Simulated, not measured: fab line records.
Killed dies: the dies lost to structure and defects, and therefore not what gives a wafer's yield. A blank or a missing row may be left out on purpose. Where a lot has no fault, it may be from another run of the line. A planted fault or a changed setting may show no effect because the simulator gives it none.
Problem report in the 8D (eight disciplines) form, filled by code + flow nandHarc + the parts of the form that need people (team, actions taken, sign-off) are left out

1. PROBLEM STATEMENT
NHARC_A_STAIRCASE_ETCH_188, rfFwdPowerW: mean 831 W over 1 wafer from 1 lot; wafers with no fault: 592 W, standard deviation 3.2. Relative to the usual mean, that is a shift of +75 standard deviations.
The step: etches the open film in C4F8/O2, target depth 100 nm, time 40.5 s.
Seen first at day 19 19:02 on rieDiel-13, wafer L939.4. The record holds 39 wafers of 13 lots with a number at this step. Rule for "out", or "out of limits": more than 4 standard deviations from the usual mean. Any other wafer with a number is counted as sound.

2. WHAT IT IS AND WHAT IT IS NOT
| question                    | is                        | is not                                                                                                         |
|-----------------------------|---------------------------|----------------------------------------------------------------------------------------------------------------|
| which readings at this step | rfFwdPowerW, oesProductAu | rfVppV                                                                                                         |
| which lots                  | L939                      | L930, L931, L932, L935, L942, L943, L945, L947, L949, L950, L951, L952                                         |
| which wafers of those lots  | L939.4                    | L939.1, L939.3                                                                                                 |
| read on which tools         | rieDiel-13                | rieDiel-09, rieDiel-11                                                                                         |
| when                        | from day 19 19:02         | up to then (14 sound wafers); but 24 sound wafers of L942, L943, L945, L947, L949, L950, L951, L952 came after |

3. THE SUSPECTS, EACH WITH WHAT RULES IT OUT
Counting: if a tool at a process step up to the reading ran every lot that is out, it stays a suspect. Sound lots after the first of them don't rule it out here, since some wafers of a struck lot are sound.
- rieDiel-09 at NHARC_A_STAIRCASE_TRIM_24 (chemistry O2, time 211.2 s): kept. The lot that is out, L939, ran on it at day 19 18:53; the last sound lot it ran before that was L932, at day 17 08:02. NHARC_A_STAIRCASE_TRIM_24 gives no start for some lots, so the hours and the order of its lots are those of NHARC_A_STAIRCASE_TRIM_187.
- rieDiel-13 at NHARC_A_STAIRCASE_TRIM_187 (chemistry O2, time 211.2 s): kept. The lot that is out, L939, ran on it at day 19 18:53; the last sound lot it ran before that was L930, at day 16 03:16.
- rieDiel-13 at NHARC_A_STAIRCASE_ETCH_188 (etches the open film in C4F8/O2, target depth 100 nm, time 40.5 s): kept. The lot that is out, L939, ran on it at day 19 19:02; the last sound lot it ran before that was L930, at day 16 03:25. Its own oesProductAu, rfFwdPowerW readings are out on those wafers.
- rieDiel-09, NHARC_A_STAIRCASE_TRIM_24: wafers that are out in chamber 3, sound lot-mates in chambers 1, 2.
- rieDiel-13, NHARC_A_STAIRCASE_TRIM_187: wafers that are out in chamber 1, sound lot-mates in chambers 0, 2.
- rieDiel-13, NHARC_A_STAIRCASE_ETCH_188: wafers that are out in chamber 0, sound lot-mates in chambers 1, 3.
Still standing after the count: rieDiel-09 at NHARC_A_STAIRCASE_TRIM_24, rieDiel-13 at NHARC_A_STAIRCASE_TRIM_187, rieDiel-13 at NHARC_A_STAIRCASE_ETCH_188.

4. THE CAUSE (what the simulator had put in)
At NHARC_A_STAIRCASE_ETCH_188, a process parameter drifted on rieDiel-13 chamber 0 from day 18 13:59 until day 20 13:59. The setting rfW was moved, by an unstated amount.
Counting left 3 suspects, and this tool is among them.

5. SEQUENCE OF EFFECTS, ordered by route
Each row: a reading where the mean over the struck wafers with a number is more than 3 standard deviations away from the usual. Scope: only readings with a usual standard deviation given in the record; hours: median across lots of the time from each lot's start at the first step in this table that gives one to its start at this step; sigmas: change in usual standard deviations.
| hours | step                       | reading      | usual      | on struck wafers | change | sigmas |
|-------|----------------------------|--------------|------------|------------------|--------|--------|
| 0     | NHARC_A_STAIRCASE_ETCH_188 | oesProductAu | 0.945 a.u. | 1.136            | +0.191 | +13    |
| 0     | NHARC_A_STAIRCASE_ETCH_188 | rfFwdPowerW  | 592 W      | 831              | +239   | +75    |
It contains these process steps:
- NHARC_A_STAIRCASE_ETCH_188: etches the open film in C4F8/O2, target depth 100 nm, time 40.5 s.

6. HOW IT WOULD HAVE BEEN CAUGHT EARLIER
The fault began at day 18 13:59; the first out-of-limits reading in this record came at day 19 19:02, 29 hours later.
